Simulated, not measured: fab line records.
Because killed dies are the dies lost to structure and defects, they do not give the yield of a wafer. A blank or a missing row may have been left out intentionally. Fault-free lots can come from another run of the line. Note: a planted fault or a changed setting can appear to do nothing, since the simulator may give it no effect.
fab line records	flow n5-finfet
record lots=14	wafers=42	last-day=18
route steps=1938 shown BEOL_M6@1247 BEOL_M7@1267
lots with no fault: from the same line, run without faults
start-h: hours from the record's first day to the start of the lot's first wafer shown	wait-h: hours elapsed since this lot's preceding step	" repeats the value in the row above	L1.1+2: a single row standing in for several wafers	- no value present, or no start provided	* or withheld: withheld	< > ~ a bound
route shown NAME@n: names a module that has steps shown in the file, with the first one's number in the route	usual: mean/standard deviation taken from wafers without a fault	same: alike in all rows	chamber/n: place in a boat	sites: the reading at each site	_std_site: the standard deviation of these	_edge_site: inner sites' mean taken away from outer sites' mean	radius-mm: how far each site lies from the wafer's centre	mask NAME#n: copy n	behind: the most recent tool/chamber to have shaped the wafer	hold: reason for holding the lot/hours on hold/outcome of the hold	device: the transistor (n, p or np) that didn't switch	end of line: the route-end tests of the same wafers	a step with no rows: only its recipe	killed: dies that structure and defects cost at the first sort, which is not the same as the wafer's yield	map: dies across one wafer; x = killed, . = not, _ = none there
set.NAME: setting as actually run; set.NAME@STEP: the setting as run at that earlier step	model.NAME: the simulator's own value behind a step, which no gauge read
a sample of lots followed through the steps of the route, with each step as a table and each wafer as a row
services: from which hour (start-h, from the record's first day; less than 0 if before it) a tool's chamber was out of use, for how many hours, and why
## steps
# step N5_BEOL_M6_CD_MEAS_35
# recipe target-cd-nm=40	target-cd-y-nm=28	polarity=opening
# usual cd-nm=40.0/0.42
lot.wafer	tool	chamber	start-h	wait-h	cd-nm
L948.1	cd-sem-03	-	188.46	0.0	40.1
L948.2	"	-	"	"	39.7
L948.3	"	-	"	"	40.6
L949.1	cd-sem-01	-	192.95	0.0	39.8
L949.2	"	-	"	"	39.7
L949.5	"	-	"	"	39.8
L950.3	cd-sem-02	-	200.93	0.0	39.9
L950.4	"	-	"	"	40.2
L950.6	"	-	"	"	39.5
L951.4	cd-sem-02	-	208.20	0.0	39.7
L951.5	"	-	"	"	39.5
L951.6	"	-	"	"	39.8
L959.2	cd-sem-03	-	257.54	0.0	40.1
L959.3	"	-	"	"	39.9
L959.6	"	-	"	"	40.9
L960.2	cd-sem-03	-	272.70	0.0	39.6
L960.3	"	-	"	"	40.5
L960.5	"	-	"	"	39.6
L963.2	cd-sem-01	-	278.19	0.0	39.7
L963.3	"	-	"	"	40.2
L963.5	"	-	"	"	40.2
L965.1	cd-sem-02	-	280.20	0.0	40.0
L965.2	"	-	"	"	40.7
L965.3	"	-	"	"	39.9
L964.1	cd-sem-03	-	282.80	0.0	39.7
L964.4	"	-	"	"	39.4
L964.5	"	-	"	"	40.3
L967.1	cd-sem-02	-	302.20	0.0	39.7
L967.4	"	-	"	"	40.1
L967.5	"	-	"	"	40.4
L966.3	cd-sem-01	-	302.60	0.0	40.0
L966.5	"	-	"	"	40.1
L966.6	"	-	"	"	39.4
L969.1	cd-sem-03	-	322.59	0.0	40.1
L969.2	"	-	"	"	39.3
L969.4	"	-	"	"	39.6
L968.2	cd-sem-03	-	331.72	0.0	39.8
L968.4	"	-	"	"	39.7
L968.6	"	-	"	"	39.8
L970.2	cd-sem-01	-	336.39	0.0	40.5
L970.4	"	-	"	"	40.7
L970.5	"	-	"	"	40.3
# step N5_BEOL_M6_SPUTTER_48
# recipe material=Cu	target-thk-a=100	temp-c=-20	bias-v=60	power-w=26000	chamber-pressure-pa=0.13	time-s=1.667
# usual substrate-temp-c=-20.01/0.1	throttle-valve-pct=30.4/1.4
lot.wafer	tool	chamber	start-h	wait-h	substrate-temp-c	throttle-valve-pct
L948.1	pvd-sputter-01	-	190.76	0.4	-19.95	30.1
L948.2	"	-	"	"	-20.00	30.6
L948.3	"	-	"	"	-20.14	30.1
L949.1	pvd-sputter-02	-	195.28	0.1	-19.87	30.4
L949.2	"	-	"	"	-20.03	30.1
L949.5	"	-	"	"	-19.85	30.5
L950.3	pvd-sputter-01	-	202.65	0.1	-20.01	30.3
L950.4	"	-	"	"	-19.92	30.9
L950.6	"	-	"	"	-20.05	29.7
L951.4	pvd-sputter-03	-	209.49	0.1	-20.13	28.9
L951.5	"	-	"	"	-19.99	29.0
L951.6	"	-	"	"	-20.15	30.9
L959.2	pvd-sputter-02	-	258.76	0.1	-19.94	30.2
L959.3	"	-	"	"	-20.21	33.1
L959.6	"	-	"	"	-20.02	30.5
L960.2	pvd-sputter-02	-	276.23	0.5	-19.90	30.3
L960.3	"	-	"	"	-20.00	33.0
L960.5	"	-	"	"	-20.01	28.1
L963.2	pvd-sputter-02	-	279.70	0.1	-19.95	27.7
L963.3	"	-	"	"	-20.05	33.1
L963.5	"	-	"	"	-20.11	30.5
L965.1	pvd-sputter-03	-	282.63	0.1	-20.00	31.1
L965.2	"	-	"	"	-19.95	29.0
L965.3	"	-	"	"	-20.05	30.4
L964.1	pvd-sputter-02	-	284.76	0.3	-19.88	30.4
L964.4	"	-	"	"	-19.87	30.2
L964.5	"	-	"	"	-19.82	28.0
L967.1	pvd-sputter-03	-	304.92	1.3	-19.87	31.0
L967.4	"	-	"	"	-20.03	28.9
L967.5	"	-	"	"	-20.22	29.0
L966.3	pvd-sputter-02	-	305.62	0.1	-19.87	33.2
L966.5	"	-	"	"	-19.98	33.0
L966.6	"	-	"	"	-19.89	30.5
L969.1	pvd-sputter-02	-	324.38	0.3	-19.92	30.4
L969.2	"	-	"	"	-19.94	33.1
L969.4	"	-	"	"	-19.96	27.9
L968.2	pvd-sputter-02	-	333.64	0.4	-19.85	30.5
L968.4	"	-	"	"	-20.00	28.1
L968.6	"	-	"	"	-20.00	28.3
L970.2	pvd-sputter-01	-	337.92	0.2	-20.04	30.8
L970.4	"	-	"	"	-20.15	29.6
L970.5	"	-	"	"	-19.87	30.6
# step N5_BEOL_M6_INSPECT_58
# recipe inspect-instrument=darkfield	mode=post-dep
# usual raw-defect-count=69/21
lot.wafer	tool	chamber	start-h	wait-h	raw-defect-count
L948.1	defect-inspect-01	-	192.01	0.0	68
L948.2	"	-	"	"	50
L948.3	"	-	"	"	63
L949.1	defect-inspect-02	-	196.24	0.0	37
L949.2	"	-	"	"	71
L949.5	"	-	"	"	94
L950.3	defect-inspect-01	-	203.94	0.0	51
L950.4	"	-	"	"	54
L950.6	"	-	"	"	44
L951.4	defect-inspect-02	-	210.48	0.0	58
L951.5	"	-	"	"	38
L951.6	"	-	"	"	58
L959.2	defect-inspect-02	-	260.31	0.0	83
L959.3	"	-	"	"	73
L959.6	"	-	"	"	70
L960.2	defect-inspect-01	-	277.37	0.0	34
L960.3	"	-	"	"	50
L960.5	"	-	"	"	64
L963.2	defect-inspect-02	-	280.72	0.0	88
L963.3	"	-	"	"	97
L963.5	"	-	"	"	58
L965.1	defect-inspect-01	-	283.59	0.0	28
L965.2	"	-	"	"	36
L965.3	"	-	"	"	30
L964.1	defect-inspect-01	-	285.73	0.0	118
L964.4	"	-	"	"	78
L964.5	"	-	"	"	72
L967.1	defect-inspect-01	-	305.88	0.0	81
L967.4	"	-	"	"	92
L967.5	"	-	"	"	69
L966.3	defect-inspect-02	-	306.58	0.0	122
L966.5	"	-	"	"	63
L966.6	"	-	"	"	95
L969.1	defect-inspect-02	-	325.82	0.0	59
L969.2	"	-	"	"	68
L969.4	"	-	"	"	80
L968.2	defect-inspect-02	-	334.60	0.0	96
L968.4	"	-	"	"	69
L968.6	"	-	"	"	78
L970.2	defect-inspect-02	-	338.88	0.0	41
L970.4	"	-	"	"	69
L970.5	"	-	"	"	72
# step N5_BEOL_M7_HM_DEP_02
# recipe material=TiN	target-thk-a=200	temp-c=25	chamber-pressure-pa=0.49996
# usual chamber-pressure-pa=0.5000/0.00094	substrate-temp-c=25.01/0.098	throttle-valve-pct=30.1/1.1
lot.wafer	tool	chamber	start-h	wait-h	chamber-pressure-pa	substrate-temp-c	throttle-valve-pct
L948.1	pvd-sputter-01	-	194.55	1.9	0.4983	25.04	29.8
L948.2	"	-	"	"	0.5013	25.00	30.8
L948.3	"	-	"	"	0.5023	25.11	29.7
L949.1	pvd-sputter-03	-	197.50	0.6	0.4994	25.21	29.0
L949.2	"	-	"	"	0.4996	25.10	29.8
L949.5	"	-	"	"	0.5005	24.87	30.4
L950.3	pvd-sputter-02	-	205.58	0.7	0.4993	24.98	32.9
L950.4	"	-	"	"	0.5002	25.09	30.3
L950.6	"	-	"	"	0.4998	24.96	28.0
L951.4	pvd-sputter-02	-	211.78	0.6	0.5007	25.17	28.1
L951.5	"	-	"	"	0.5007	25.10	30.5
L951.6	"	-	"	"	0.4998	25.02	29.9
L959.2	pvd-sputter-02	-	261.72	0.7	-	-	-
L959.3	"	-	"	"	-	-	-
L959.6	"	-	"	"	-	-	-
L960.2	pvd-sputter-01	-	279.01	1.0	-	-	-
L960.3	"	-	"	"	-	-	-
L960.5	"	-	"	"	-	-	-
L963.2	pvd-sputter-03	-	282.45	1.1	0.5007	25.09	31.3
L963.3	"	-	"	"	0.4999	24.92	29.7
L963.5	"	-	"	"	0.5013	25.15	28.8
L965.1	pvd-sputter-01	-	285.18	0.9	0.4992	24.92	29.5
L965.2	"	-	"	"	0.4997	25.12	30.0
L965.3	"	-	"	"	0.5006	24.93	30.8
L964.1	pvd-sputter-03	-	288.05	1.7	0.5002	24.88	31.0
L964.4	"	-	"	"	0.5004	24.99	28.9
L964.5	"	-	"	"	0.5001	25.23	30.3
L967.1	pvd-sputter-01	-	310.56	4.0	0.4986	25.05	30.8
L967.4	"	-	"	"	0.5009	25.00	29.9
L967.5	"	-	"	"	0.5001	25.10	30.5
L966.3	pvd-sputter-03	-	310.61	2.9	0.5004	25.07	30.7
L966.5	"	-	"	"	0.4995	25.13	30.5
L966.6	"	-	"	"	0.4997	24.95	29.0
L969.1	pvd-sputter-02	-	330.92	4.4	0.5006	25.03	30.2
L969.2	"	-	"	"	0.5006	24.97	33.0
L969.4	"	-	"	"	0.5002	25.06	27.7
L968.2	pvd-sputter-03	-	336.37	0.6	0.4999	25.10	28.9
L968.4	"	-	"	"	0.5007	24.81	31.0
L968.6	"	-	"	"	0.5002	24.85	30.3
L970.2	pvd-sputter-01	-	341.62	1.1	0.4998	24.77	29.7
L970.4	"	-	"	"	0.5004	25.04	29.8
L970.5	"	-	"	"	0.4998	24.95	29.8
# step N5_BEOL_M7_HM_OPEN_17
# recipe chemistry=Cl2/BCl3	target-depth-a=200	overetch-a=60	target=TiN	mask-material=SOC	ion-energy-ev=150	pressure-mtorr=10	icp-w=1000	bias-w=126	Cl2_flow_sccm=53.25	bcl3-flow-sccm=21.75	Ar_flow_sccm=25
# usual bias-w=126.0/0.35	drypump-motor-current-A=5.7/0.57	mfc-cl2-sccm=53.25/0.14	oes-product-au=0.67/0.095	throttle-valve-pct=21.98/0.14
lot.wafer	tool	chamber	start-h	wait-h	bias-w	drypump-motor-current-A	mfc-cl2-sccm	oes-product-au	rf-hours-counter-h	throttle-valve-pct
L948.1	rie-metal-03	0	195.52	0.0	126.4	5.5	53.34	0.51	126	22.05
L948.2	"	1	"	"	126.0	6.2	53.17	0.86	0	22.19
L948.3	"	1	"	"	125.7	6.2	53.36	0.86	-	22.18
L949.1	rie-metal-03	1	198.24	0.0	126.2	6.1	53.17	0.86	0	22.18
L949.2	"	0	"	"	126.5	5.5	53.19	0.52	127	22.05
L949.5	"	1	"	"	126.1	6.1	53.01	0.85	-	22.19
L950.3	rie-metal-01	0	206.39	0.1	126.5	6.5	53.39	0.55	-	22.10
L950.4	"	1	"	"	126.4	5.2	53.44	0.68	-	21.82
L950.6	"	1	"	"	126.4	5.2	53.24	0.68	-	21.80
L951.4	rie-metal-01	1	212.67	0.1	126.5	5.2	53.16	0.69	-	21.80
L951.5	"	0	"	"	125.8	6.5	53.31	0.55	-	22.09
L951.6	"	1	"	"	126.6	5.2	53.10	0.68	-	21.80
L959.2	rie-metal-02	1	262.76	0.1	126.4	6.0	53.23	0.33	-	22.63
L959.3	"	1	"	"	126.1	6.0	53.33	0.33	-	22.62
L959.6	"	1	"	"	125.9	6.0	53.12	0.33	-	22.62
L960.2	rie-metal-02	1	279.89	0.0	125.9	6.0	52.97	0.32	12	22.62
L960.3	"	1	"	"	126.1	6.0	53.35	0.32	-	22.64
L960.5	"	0	"	"	126.0	4.8	53.13	0.29	-	22.65
L963.2	rie-metal-01	1	283.36	0.0	125.5	5.1	53.23	0.66	44	21.84
L963.3	"	1	"	"	125.3	5.2	53.39	0.66	-	21.82
L963.5	"	1	"	"	125.5	5.2	53.17	0.66	-	21.80
L965.1	rie-metal-01	1	286.04	0.0	125.1	5.2	53.35	0.67	44	21.81
L965.2	"	0	"	"	126.1	6.5	53.33	0.55	107	22.11
L965.3	"	0	"	"	125.7	6.4	53.33	0.54	-	22.11
L964.1	rie-metal-02	0	288.79	0.0	126.2	4.8	53.38	0.66	45	22.00
L964.4	"	0	"	"	126.4	4.8	53.32	0.66	-	22.00
L964.5	"	1	"	"	126.1	6.0	53.01	0.74	-	22.00
L967.1	rie-metal-02	1	311.42	0.0	126.0	6.0	53.12	0.74	15	21.98
L967.4	"	0	"	"	126.1	4.8	53.38	0.66	-	22.00
L967.5	"	1	"	"	126.2	6.0	53.19	0.74	-	21.99
L966.3	rie-metal-01	0	311.96	0.1	126.3	6.4	53.38	0.53	-	22.14
L966.5	"	0	"	"	126.3	6.5	53.49	0.53	-	22.12
L966.6	"	1	"	"	126.0	5.2	53.41	0.65	-	21.83
L969.1	rie-metal-01	1	332.91	0.0	126.0	5.2	53.23	0.65	48	21.83
L969.2	"	0	"	"	126.6	6.4	53.13	0.53	111	22.14
L969.4	"	1	"	"	126.1	5.2	53.10	0.65	-	21.85
L968.2	rie-metal-01	1	337.26	0.1	126.2	5.2	53.11	0.65	-	21.83
L968.4	"	1	"	"	126.0	5.2	53.19	0.65	-	21.81
L968.6	"	1	"	"	126.4	5.2	53.25	0.65	-	21.82
L970.2	rie-metal-01	1	342.52	0.1	126.1	5.2	53.27	0.65	-	21.84
L970.4	"	1	"	"	126.1	5.2	53.18	0.65	-	21.81
L970.5	"	1	"	"	126.0	5.2	53.24	0.65	-	21.84
# step N5_BEOL_M7_CD_MEAS_18
# recipe pitch-nm=80	target-cd-nm=40
# usual cd-nm=40.1/0.43
lot.wafer	tool	chamber	start-h	wait-h	cd-nm
L948.1	cd-sem-01	-	195.74	0.0	39.7
L948.2	"	-	"	"	39.4
L948.3	"	-	"	"	40.2
L949.1	cd-sem-02	-	198.42	0.0	39.7
L949.2	"	-	"	"	39.7
L949.5	"	-	"	"	39.7
L950.3	cd-sem-01	-	206.55	0.1	39.6
L950.4	"	-	"	"	39.6
L950.6	"	-	"	"	39.5
L951.4	cd-sem-02	-	212.83	0.1	39.6
L951.5	"	-	"	"	39.7
L951.6	"	-	"	"	39.9
L959.2	cd-sem-02	-	263.17	0.1	-
L959.3	"	-	"	"	-
L959.6	"	-	"	"	-
L960.2	cd-sem-01	-	280.26	0.1	-
L960.3	"	-	"	"	-
L960.5	"	-	"	"	-
L963.2	cd-sem-03	-	283.55	0.1	40.9
L963.3	"	-	"	"	40.2
L963.5	"	-	"	"	40.4
L965.1	cd-sem-02	-	286.23	0.0	40.3
L965.2	"	-	"	"	40.3
L965.3	"	-	"	"	40.2
L964.1	cd-sem-01	-	289.02	0.0	40.9
L964.4	"	-	"	"	40.1
L964.5	"	-	"	"	39.5
L967.1	cd-sem-03	-	311.62	0.0	39.9
L967.4	"	-	"	"	40.1
L967.5	"	-	"	"	40.4
L966.3	cd-sem-01	-	312.20	0.1	40.2
L966.5	"	-	"	"	39.8
L966.6	"	-	"	"	40.1
L969.1	cd-sem-02	-	333.10	0.0	38.8
L969.2	"	-	"	"	39.8
L969.4	"	-	"	"	40.0
L968.2	cd-sem-03	-	337.56	0.1	40.3
L968.4	"	-	"	"	40.1
L968.6	"	-	"	"	39.5
L970.2	cd-sem-01	-	342.81	0.1	40.5
L970.4	"	-	"	"	40.5
L970.5	"	-	"	"	40.6
## services
tool	chamber	start-h	hours	kind
rie-metal-03	1	172.00	-	clean
rie-metal-03	1	172.00	22.1	scheduled-down
rie-metal-03	1	172.00	22.1	vent-cycle
rie-metal-02	-	205.59	28.1	pm
rie-metal-03	0	219.62	-	clean
rie-metal-03	0	219.62	13.4	scheduled-down
rie-metal-03	0	219.62	13.4	vent-cycle
rie-metal-03	-	230.48	1.4	pm
rie-metal-02	-	233.69	2.8	pm
rie-metal-02	0	249.11	16.4	repair
rie-metal-01	0	249.94	7.1	repair
rie-metal-03	0	285.62	1.4	repair
rie-metal-03	-	296.71	2.8	pm
rie-metal-01	-	307.96	1.4	pm
rie-metal-03	1	329.18	5.2	repair
pvd-sputter-02	-	335.43	2.0	repair
rie-metal-01	0	335.61	-	clean
rie-metal-01	0	335.61	20.1	scheduled-down
rie-metal-01	0	335.61	20.1	vent-cycle
## key
first-sign step=N5_BEOL_M7_HM_DEP_02	reading=tool-record	direction=missing
effect step=N5_BEOL_M7_HM_OPEN_17	reading=oes-product-au	direction=down	sigmas=3.7	usual=0.67	struck=0.32
effect step=N5_BEOL_M7_CD_MEAS_18	reading=cd-nm	direction=missing
met-at N5_BEOL_M7_HM_DEP_02
struck-lots L959,L960
later-rows-left-out L959.2,L959.3,L959.6,L960.2,L960.3,L960.5
sort-left-out L959.2,L959.3,L959.6,L960.2,L960.3,L960.5
not-acting-at N5_BEOL_M6_CD_MEAS_35,N5_BEOL_M6_SPUTTER_48,N5_BEOL_M6_INSPECT_58
onset-between 211.78 261.72
fault kind=skipped-step-whole	tool=pvd-sputter-01,pvd-sputter-02	chamber=-	onset-h=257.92	steps=N5_BEOL_M7_HM_DEP_02	scope=struck-lots-only
# sort-left-out: the simulated sort isn't trusted on such a fault, so these wafers' sort isn't shown, and their yield isn't known
# later-rows-left-out: the simulator's readings of these wafers behind a module that went badly wrong aren't trusted and aren't shown, but for the sort
